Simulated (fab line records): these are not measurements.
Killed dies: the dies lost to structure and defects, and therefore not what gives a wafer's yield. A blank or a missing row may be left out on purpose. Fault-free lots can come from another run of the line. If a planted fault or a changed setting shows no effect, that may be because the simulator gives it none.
Which of the tools did it? + flow n5-finfet + 6 lots, 18 wafers sampled, at 4 steps of a route of 1938

== WHAT THE GAUGES READ, wafer by wafer ==
N5_BEOL_M11_OCD_MEAS_38.
| lot  | measured     | on     | trench-depth-nm (nm) |
|------|--------------|--------|----------------------|
| L458 | day 10 06:56 | ocd-02 | 147.9 148.3 147.8    |
| L461 | day 10 19:10 | ocd-02 | 150.4 149.7 149.4    |
| L469 | day 13 12:13 | ocd-02 | 94.6 145.0 146.7     |
| L474 | day 14 21:32 | ocd-02 | 153.5 149.0 153.1    |
| L479 | day 16 03:16 | ocd-02 | 150.2 152.9 147.4    |
| L481 | day 16 22:42 | ocd-01 | 147.3 149.0 144.9    |

== TOOL THAT RAN EACH LOT (tool first, then ch and the chambers of the sampled wafers, then the start) ==
| lot  | N5_BEOL_M11_ETCH_61                | N5_BEOL_M11_TRENCH_ETCH_37         | N5_BEOL_M11_ETCH_41                           |
|------|------------------------------------|------------------------------------|-----------------------------------------------|
| L458 | rie-diel-04 ch 0,2,3, day 10 05:16 | rie-diel-05 ch 1,2, day 10 06:44   | rie-diel-05 ch 1,2, day 10 06:56 or earlier   |
| L461 | rie-diel-02 ch 0,3, day 10 14:11   | rie-diel-04 ch 0,2, day 10 18:59   | rie-diel-04 ch 0,2, day 10 19:10 or earlier   |
| L469 | rie-diel-04 ch 1,3, day 13 10:36   | rie-diel-05 ch 0,1,3, day 13 12:02 | rie-diel-05 ch 0,1,3, day 13 12:13 or earlier |
| L474 | rie-diel-02 ch 1,3, day 14 19:56   | rie-diel-04 ch 0,2, day 14 21:20   | rie-diel-04 ch 0,2, day 14 21:32 or earlier   |
| L479 | rie-diel-02 ch 0,1,2, day 16 00:31 | rie-diel-04 ch 0,2,3, day 16 03:05 | rie-diel-04 ch 0,2,3, day 16 03:16 or earlier |
| L481 | rie-diel-04 ch 0,1,2, day 16 21:22 | rie-diel-05 ch 0,1,2, day 16 22:31 | rie-diel-05 ch 0,1,2, day 16 22:42 or earlier |
- N5_BEOL_M11_ETCH_61: etches SiARC in CF4, target depth 39 nm, time 65 s.
- N5_BEOL_M11_TRENCH_ETCH_37: etches SiCOH lowk in C4F6/O2, target depth 148.83 nm, time 48 s.
- N5_BEOL_M11_ETCH_41: etches SiCN in CH3F/O2, target depth 42.6 nm, time 86 s.

== THE ANSWER, worked out from the rows above alone ==
Rule: the lots themselves supply what counts as usual. The widest of any qualifying gaps counts: lots, ordered by their means at a reading, are off when they make up no more than a third of the lots, leave a main group of 4 or more, and stand apart from it by 3 or more times the standard deviation of that group's means. A main group is skipped when, at the precision printed for the reading in the tables above, its means are all equal. A lot without any number at a reading at which 4 lots or more have one is off too. Any other lot the step has rows for is counted as sound.
Off: L469, at N5_BEOL_M11_OCD_MEAS_38 (trench-depth-nm). The main group has a mean of 149.4 nm with a standard deviation of 1.7.
A tool fits if, at a process step before that reading, it ran every lot that is off, and no sound lot after the first of them. Gauges at N5_BEOL_M11_OCD_MEAS_38: tried the same way as those tools. N5_BEOL_M11_ETCH_41 gives no start for some lots, so the hours and the order of its lots are those of N5_BEOL_M11_OCD_MEAS_38. No candidate that was tried fits.

== WHAT THE SIMULATOR PUT IN ==
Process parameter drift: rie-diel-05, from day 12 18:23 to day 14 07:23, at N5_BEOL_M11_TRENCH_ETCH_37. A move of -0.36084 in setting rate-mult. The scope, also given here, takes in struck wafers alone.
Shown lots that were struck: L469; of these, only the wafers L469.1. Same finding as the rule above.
